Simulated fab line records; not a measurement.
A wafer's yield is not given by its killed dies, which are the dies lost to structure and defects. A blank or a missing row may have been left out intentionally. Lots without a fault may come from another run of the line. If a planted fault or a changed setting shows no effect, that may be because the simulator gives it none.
Matching of chambers :: flow nand_harc :: 4 sister chambers for NHARC_P_STI_ETCH_15 on rie_si-05
The step etches the open film in HBr/Cl2, target depth 300 nm, time 100.1 s. 8 wafers are shown with their chamber, then 7 later ones without.

WAFERS, EACH WITH ITS CHAMBER
wafer: L362.1
chamber: 0
drypump_motor_current_A (A): 6.1
oes_product_au (a.u.): 0.977

wafer: L362.3
chamber: 1
drypump_motor_current_A (A): 5.1
oes_product_au (a.u.): 0.993

wafer: L368.1
chamber: 1
drypump_motor_current_A (A): 5.1
oes_product_au (a.u.): 0.993

wafer: L368.5
chamber: 3
drypump_motor_current_A (A): 6.6
oes_product_au (a.u.): 0.997

wafer: L377.3
chamber: 0
drypump_motor_current_A (A): 6.1
oes_product_au (a.u.): 0.987

wafer: L377.5
chamber: 2
drypump_motor_current_A (A): 6.0
oes_product_au (a.u.): 0.992

wafer: L380.2
chamber: 2
drypump_motor_current_A (A): 6.0
oes_product_au (a.u.): 1.000

wafer: L380.5
chamber: 3
drypump_motor_current_A (A): 6.7
oes_product_au (a.u.): 0.994

WAFERS WHOSE CHAMBER IS MISSING
wafer: L380.6
drypump_motor_current_A (A): 5.9
oes_product_au (a.u.): 0.999

wafer: L381.1
drypump_motor_current_A (A): 6.6
oes_product_au (a.u.): 0.997

wafer: L381.4
drypump_motor_current_A (A): 6.1
oes_product_au (a.u.): 1.004

wafer: L381.5
drypump_motor_current_A (A): 5.1
oes_product_au (a.u.): 0.998

wafer: L382.1
drypump_motor_current_A (A): 5.1
oes_product_au (a.u.): 0.990

wafer: L382.3
drypump_motor_current_A (A): 6.0
oes_product_au (a.u.): 0.992

wafer: L382.4
drypump_motor_current_A (A): 6.7
oes_product_au (a.u.): 0.986

THE CHAMBER EACH PASSED THROUGH
wafer: L380.6
from the rows above: 2
in truth: 2

wafer: L381.1
from the rows above: 3
in truth: 3

wafer: L381.4
from the rows above: can't be placed: 2 or 0
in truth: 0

wafer: L381.5
from the rows above: 1
in truth: 1

wafer: L382.1
from the rows above: 1
in truth: 1

wafer: L382.3
from the rows above: 2
in truth: 2

wafer: L382.4
from the rows above: 3
in truth: 3
Correct placement for 6 of the 7. Not placeable from these rows: 1 (in 1, the candidates include the true chamber). Wrongly placed: 0.
How it was worked out, from the rows above alone: a wafer's distance from a chamber is the root of the sum, over the readings, of the square of ((its reading less the chamber's mean) divided by the reading's scatter). The wafer belongs to the nearest chamber; if the next one is less than 2 further off, it can't be placed. For every chamber, the mean is computed from those of its wafers that are shown. The scatter: the root of (the sum of the squares of (reading less its chamber's mean) over the shown wafers, divided by (wafers less chambers)).
